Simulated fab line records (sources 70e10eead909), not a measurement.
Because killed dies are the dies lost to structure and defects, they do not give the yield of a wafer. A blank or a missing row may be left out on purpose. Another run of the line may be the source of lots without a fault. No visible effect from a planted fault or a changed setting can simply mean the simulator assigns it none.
fab line records    flow nand_harc
record: lots: 7  wafers: 21  last_day: 25
route steps=1159 shown A_STAIRCASE@743 A_SGD_CUT@747 END@1159
lots that met no fault: taken from a fault-free run of the same line
start_h: hours from the record's first day to the start of the lot's first wafer shown    wait_h: hours since the lot's step before    " repeats the value in the row above    L1.1+2: a single row standing in for several wafers    - no value present, or no start provided    * or withheld: withheld    < > ~ a bound
route shown NAME@n: names a module that has steps shown in the file, with the first one's number in the route    usual: mean and standard deviation over wafers with no fault    same: alike in all rows    chamber/n: place in a boat    sites: per-site readings    _std_site: the values' standard deviation    _edge_site: mean of outer sites minus mean of inner sites    radius_mm: for every site, how far away it sits from the centre of the wafer    mask NAME#n: copy n    behind: the tool/chamber that last shaped the wafer    hold: the reason the lot was held/the length of the hold in hours/how it ended    device: whichever transistor did not switch (one of n, p or np)    end of line: at the end of the route, the tests of the same wafers    a step without rows: its recipe alone    killed: count of dies lost to structure and defects at first sort (not the wafer's yield)    map: the dies of a wafer, with x for killed, . for not killed, _ for no die there
set.NAME: the run value of the setting; set.NAME@STEP: its run value at that earlier step    model.NAME: the simulator's own value behind a step, which no gauge read
lots at some steps of the route; a table a step, a row a wafer
services: from which hour (start_h, from the record's first day; less than 0 if before it) a tool's chamber was out of use, for how many hours, and why
== steps ==
step: NHARC_A_STAIRCASE_CMP_472
recipe: material: SiO2
usual: motor_current_A: 12.9/1.4
lot.wafer  tool    chamber  start_h  wait_h  motor_current_A
L966.2     cmp-02  1        303.94   0.2     12.4
L966.4     "       0        "        "       13.0
L966.5     "       2        "        "       14.2
L970.3     cmp-04  2        330.26   0.3     14.1
L970.2     "       3        "        "       13.6
L970.5     "       2        "        "       14.5
L980.4     cmp-03  0        394.05   0.1     13.6
L980.2     "       1        "        "       12.7
L980.6     "       1        "        "       11.8
L978.3     cmp-02  1        394.35   0.2     13.2
L978.2     "       3        "        "       10.1
L978.5     "       1        "        "       12.4
L983.2     cmp-02  3        406.40   0.2     9.6
L983.6     "       1        "        "       13.1
L983.5     "       2        "        "       13.6
L987.4     cmp-02  3        432.82   0.1     9.3
L987.3     "       1        "        "       12.9
L987.5     "       3        "        "       9.8
L989.4     cmp-02  1        450.45   0.2     12.4
L989.2     "       2        "        "       13.9
L989.5     "       0        "        "       13.0
step: NHARC_A_STAIRCASE_SRD_474
step: NHARC_A_STAIRCASE_INSPECT_155
usual: raw_defect_count: 336/130
lot.wafer  tool               chamber  start_h  wait_h  raw_defect_count
L966.2     defect_inspect-01  -        304.28   0.1     274
L966.4     "                  -        "        "       187
L966.5     "                  -        "        "       247
L970.2     defect_inspect-02  -        330.61   0.1     653
L970.3     "                  -        "        "       614
L970.5     "                  -        "        "       536
L980.2     defect_inspect-02  -        394.40   0.1     325
L980.4     "                  -        "        "       427
L980.6     "                  -        "        "       374
L978.2     defect_inspect-01  -        394.69   0.1     247
L978.3     "                  -        "        "       321
L978.5     "                  -        "        "       362
L983.2     defect_inspect-01  -        406.71   0.1     607
L983.5     "                  -        "        "       384
L983.6     "                  -        "        "       298
L987.3     defect_inspect-01  -        433.13   0.1     507
L987.4     "                  -        "        "       382
L987.5     "                  -        "        "       308
L989.2     defect_inspect-01  -        450.75   0.1     324
L989.4     "                  -        "        "       208
L989.5     "                  -        "        "       395
step: NHARC_A_SGD_CUT_DEP_00
recipe: target_thk_a: 500  temp_c: 400  target_thk_nm: 50  flow_sccm: 200  rf_w: 450  material: SiNx
usual: heater_power_w: 683/140
lot.wafer  tool      chamber  start_h  wait_h  heater_power_w
L966.2     pecvd-04  1        304.38   0.1     1000
L966.5     "         0        "        "       502
L966.4     "         1        "        "       981
L970.2     pecvd-03  1        330.82   0.2     598
L970.3     "         0        "        "       954
L970.5     "         2        "        "       653
L980.2     pecvd-02  2        394.49   0.1     517
L980.6     "         0        "        "       744
L980.4     "         1        "        "       735
L978.2     pecvd-02  0        394.75   0.1     776
L978.3     "         1        "        "       744
L978.5     "         2        "        "       511
L983.2     pecvd-02  0        406.83   0.1     758
L983.5     "         1        "        "       688
L983.6     "         2        "        "       523
L987.3     pecvd-04  2        433.20   0.1     630
L987.4     "         0        "        "       551
L987.5     "         1        "        "       944
L989.2     pecvd-04  1        450.84   0.1     870
L989.4     "         1        "        "       863
L989.5     "         2        "        "       648
step: NHARC_A_SGD_CUT_DEHYDRATE_01
recipe: temp_c: 150  time_s: 120
step: NHARC_A_SGD_CUT_HMDS_02
recipe: time_s: 30
step: NHARC_A_SGD_CUT_COAT_56
recipe: temp_c: 260  time_s: 75
step: NHARC_A_SGD_CUT_COAT_57
recipe: temp_c: 225  time_s: 65
step: NHARC_A_SGD_CUT_COAT_03
recipe: spin_rpm: 1500  resist_thk_nm: 90
step: NHARC_A_SGD_CUT_SOFTBAKE_04
recipe: temp_c: 105  time_s: 55
step: NHARC_A_SGD_CUT_EBR_05
step: NHARC_A_SGD_CUT_EXPOSE_06
recipe: na: 1.35  dose_mj: 85.59  mask_id: SGD
usual: exposure_dose_mJ_cm2: 85.62/0.083  reticle_temp_C: 23.00/0.1  stage_vel_mm_s: 500.00/0.24
lot.wafer  tool             chamber  start_h  wait_h  mask   exposure_dose_mJ_cm2  reticle_temp_C  stage_vel_mm_s
L966.2     arfi_scanner-01  0        304.93   -       SGD#0  85.71                 23.14           499.78
L966.4     "                0        "        "       SGD#0  85.68                 23.09           499.80
L966.5     "                0        "        "       SGD#0  85.63                 22.86           499.61
L970.2     arfi_scanner-02  0        331.40   -       SGD#0  85.54                 22.92           500.05
L970.3     "                0        "        "       SGD#0  85.75                 23.01           500.32
L970.5     "                0        "        "       SGD#0  85.56                 23.05           500.30
L980.2     arfi_scanner-01  0        394.95   -       SGD#0  88.88                 23.07           500.34
L980.4     "                0        "        "       SGD#0  88.95                 22.92           499.91
L980.6     "                0        "        "       SGD#0  88.97                 22.94           500.08
L978.2     arfi_scanner-01  0        395.21   -       SGD#0  88.24                 23.11           499.93
L978.3     "                0        "        "       SGD#0  88.42                 22.99           499.59
L978.5     "                0        "        "       SGD#0  88.32                 23.00           499.95
L983.2     arfi_scanner-01  0        407.41   -       SGD#0  87.34                 23.33           500.34
L983.5     "                0        "        "       SGD#0  87.31                 23.11           500.18
L983.6     "                0        "        "       SGD#0  87.18                 23.13           500.14
L987.3     arfi_scanner-02  0        433.79   -       SGD#0  85.51                 22.94           500.35
L987.4     "                0        "        "       SGD#0  85.66                 22.95           500.25
L987.5     "                0        "        "       SGD#0  85.59                 22.98           499.93
L989.2     arfi_scanner-02  0        451.28   -       SGD#0  85.56                 22.93           499.84
L989.4     "                0        "        "       SGD#0  85.60                 22.99           499.94
L989.5     "                0        "        "       SGD#0  85.62                 22.93           499.74
step: NHARC_A_SGD_CUT_PEB_07
recipe: peb_temp_c: 100  peb_time_s: 65
step: NHARC_A_SGD_CUT_DEVELOP_08
recipe: develop_time_s: 35  dev_temp_c: 23
step: NHARC_A_SGD_CUT_CD_MEAS_09
recipe: target_cd_nm: 100  landing_energy_ev: 500
usual: cd_nm: 100.0/0.58
lot.wafer  tool       chamber  start_h  wait_h  cd_nm
L966.2     cd_sem-02  0        305.08   -       99.5
L966.4     "          0        "        "       100.2
L966.5     "          0        "        "       99.7
L970.2     cd_sem-01  0        331.54   -       99.5
L970.3     "          0        "        "       100.3
L970.5     "          0        "        "       100.2
L980.2     cd_sem-02  0        395.09   -       101.6
L980.4     "          0        "        "       101.8
L980.6     "          0        "        "       101.8
L978.2     cd_sem-01  0        395.35   -       102.6
L978.3     "          0        "        "       102.4
L978.5     "          0        "        "       102.3
L983.2     cd_sem-03  0        407.55   -       101.7
L983.5     "          0        "        "       102.3
L983.6     "          0        "        "       101.9
L987.3     cd_sem-02  0        433.93   -       100.2
L987.4     "          0        "        "       99.0
L987.5     "          0        "        "       99.2
L989.2     cd_sem-01  0        451.41   -       100.9
L989.4     "          0        "        "       100.8
L989.5     "          0        "        "       100.4
step: NHARC_A_SGD_CUT_OVL_MEAS_10
usual: overlay_x_nm: -0.2/0.83  overlay_y_nm: 0.1/0.75
lot.wafer  tool        chamber  start_h  wait_h  overlay_x_nm  overlay_y_nm
L966.2     overlay-02  -        305.16   -       0.7           1.6
L966.4     "           -        "        "       0.8           1.2
L966.5     "           -        "        "       1.2           1.1
L970.2     overlay-01  -        331.63   -       -0.5          0.5
L970.3     "           -        "        "       -0.9          0.4
L970.5     "           -        "        "       -0.9          0.1
L980.2     overlay-01  -        395.17   -       -1.6          0.3
L980.4     "           -        "        "       -1.9          -0.4
L980.6     "           -        "        "       -1.8          0.6
L978.2     overlay-02  -        395.44   -       -0.1          0.5
L978.3     "           -        "        "       0.1           0.6
L978.5     "           -        "        "       -0.2          0.1
L983.2     overlay-02  -        407.64   -       0.2           -0.2
L983.5     "           -        "        "       -0.1          0.3
L983.6     "           -        "        "       -0.3          -0.1
L987.3     overlay-01  -        434.01   -       -1.3          1.4
L987.4     "           -        "        "       -1.2          0.4
L987.5     "           -        "        "       -0.9          0.7
L989.2     overlay-01  -        451.50   -       1.0           0.3
L989.4     "           -        "        "       2.0           -1.0
L989.5     "           -        "        "       0.6           -0.2
step: NHARC_END_SORT_01
recipe: temp_c: 25
usual: killed_at_array: 26/11  killed_at_other: 0.4/0.78  killed_at_periphery: 3.4/2.4  killed_dies: 29/11  killed_open: 3.1/1.9  killed_short: 1.9/1.4
same: gross_dies: 677
lot.wafer  tool       chamber  start_h  wait_h  killed_at_array  killed_at_other  killed_at_periphery  killed_dies  killed_open  killed_short
L980.2     prober-01  0        576.35   2.8     43               0                2                    45           5            0
L980.4     prober-01  0        577.97   3.4     32               1                0                    33           2            4
L980.6     prober-01  0        579.59   4.1     20               0                1                    21           1            2
L983.2     prober-02  0        584.35   2.8     33               1                5                    39           8            2
L983.5     prober-02  0        586.73   3.7     29               1                2                    32           4            2
L983.6     prober-02  0        587.52   4.0     30               1                5                    36           3            2
L987.3     prober-02  0        604.30   3.1     34               1                3                    38           3            2
killed by level:class
L980.2 A_CHANNEL_HOLE_D1:chamber_film_flake=19 A_SLIT:chamber_film_flake=16 A_ONON_D1:geometric_particle:open=1 A_CHANNEL_HOLE_D1:geometric_particle:open=1 A_CHANNEL_FILL_D1:geometric_particle:open=1 A_M0:geometric_particle:open=1 A_M1:geometric_particle:open=1 P_ZERO_WELL:chamber_film_flake=1
L980.4 A_CHANNEL_HOLE_D1:chamber_film_flake=18 A_CHANNEL_FILL_D1:chamber_film_flake=4 A_SLIT:chamber_film_flake=4 A_WL_FILL:geometric_particle:short=2 A_SOURCE_PLATE:geometric_particle:short=1 A_ONON_D1:geometric_particle:short=1 A_WL_FILL:geometric_particle:open=1 A_CONTACT:geometric_particle:open=1
L980.6 A_CHANNEL_HOLE_D1:chamber_film_flake=14 A_SLIT:chamber_film_flake=2 P_M0:geometric_particle:short=1 A_CHANNEL_FILL_D1:geometric_particle:open=1 A_M0:geometric_particle:short=1 A_STAIRCASE:chamber_film_flake=1 A_CONTACT:chamber_film_flake=1
L983.2 A_CHANNEL_HOLE_D1:chamber_film_flake=18 A_CONTACT:chamber_film_flake=4 A_CONTACT:geometric_particle:open=3 A_ONON_D1:geometric_particle:short=2 P_M2:chamber_film_flake=2 A_BLC:chamber_film_flake=2 P_M0:geometric_particle:open=1 P_M2:geometric_particle:open=1
L983.5 A_CHANNEL_HOLE_D1:chamber_film_flake=17 A_CONTACT:chamber_film_flake=5 A_SOURCE_PLATE:geometric_particle:short=2 A_CHANNEL_FILL_D1:geometric_particle:open=1 A_WL_FILL:geometric_particle:open=1 A_CONTACT:geometric_particle:open=1 A_M1:geometric_particle:open=1 P_GATE:chamber_film_flake=1
L983.6 A_CHANNEL_HOLE_D1:chamber_film_flake=20 P_M2:chamber_film_flake=4 A_SLIT:chamber_film_flake=2 A_CONTACT:chamber_film_flake=2 A_CHANNEL_FILL_D1:geometric_particle:short=1 A_SGD_CUT:geometric_particle:short=1 A_SGD_CUT:geometric_particle:open=1 A_CONTACT:geometric_particle:open=1
L987.3 A_CHANNEL_HOLE_D1:chamber_film_flake=10 A_SLIT:chamber_film_flake=9 A_CONTACT:chamber_film_flake=5 P_BONDPAD:chamber_film_flake=2 A_STAIRCASE:chamber_film_flake=2 A_WL_FILL:chamber_film_flake=2 A_M1:chamber_film_flake=2 P_GATE:geometric_particle:open=1
== services ==
tool             chamber  start_h  hours  kind
cmp-02           -        289.70   4.6    repair
pecvd-03         -        292.18   13.0   pm
cmp-03           -        294.03   1.7    repair
cmp-04           -        301.01   4.0    pm
cmp-03           -        303.28   2.6    repair
pecvd-02         -        303.58   1.6    repair
arfi_scanner-01  -        309.61   12.7   repair
cmp-03           -        324.01   0.5    repair
cmp-02           -        328.86   4.0    pm
pecvd-02         -        334.28   13.0   pm
arfi_scanner-02  -        340.02   0.8    repair
cmp-04           -        349.64   5.2    repair
cmp-03           -        352.00   4.0    pm
cmp-03           -        360.87   1.7    repair
arfi_scanner-02  -        366.55   0.4    repair
arfi_scanner-01  -        368.00   4.0    pm
cmp-04           -        369.78   0.2    repair
pecvd-04         -        376.00   13.0   pm
cmp-03           -        379.62   1.2    repair
cmp-04           -        380.03   2.5    repair
arfi_scanner-02  -        405.98   2.7    repair
arfi_scanner-01  -        425.41   20.6   repair
cmp-02           -        426.86   4.0    pm
arfi_scanner-02  -        428.00   4.0    pm
== key ==
first_sign: step: NHARC_A_SGD_CUT_EXPOSE_06  reading: exposure_dose_mJ_cm2  direction: up  sigmas: 31  usual: 85.62  struck: 88.18
effect: step: NHARC_A_SGD_CUT_CD_MEAS_09  reading: cd_nm  direction: up  sigmas: 3.5  usual: 100.0  struck: 102.1  through: control_loop
met_at NHARC_A_SGD_CUT_EXPOSE_06
struck_wafers L978.2,L978.3,L978.5,L980.2,L980.4,L980.6,L983.2,L983.5,L983.6
tester_left_out L978,L980,L983
loop_trim: step: NHARC_A_SGD_CUT_EXPOSE_06  setting: dose  lots: L978,L983
onset_between 304.93 394.95
fault: kind: process_parameter_drift  tool: arfi_scanner-01  chamber: -  onset_h: 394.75  steps: NHARC_A_SGD_CUT_EXPOSE_06  channel: dose_mj  offset: 3.2566  shape: step  acts_in: these_recipes_only  stated: 85.59
tester_left_out: of these lots the tester's yield and bins aren't shown, on N5 and GAA mostly nor the transistor test; their killed dies are dies lost to structure and defects alone, not to doping, threshold or leakage, so they don't give the yield
loop_trim: a control loop set the setting to another value than it would have without faults
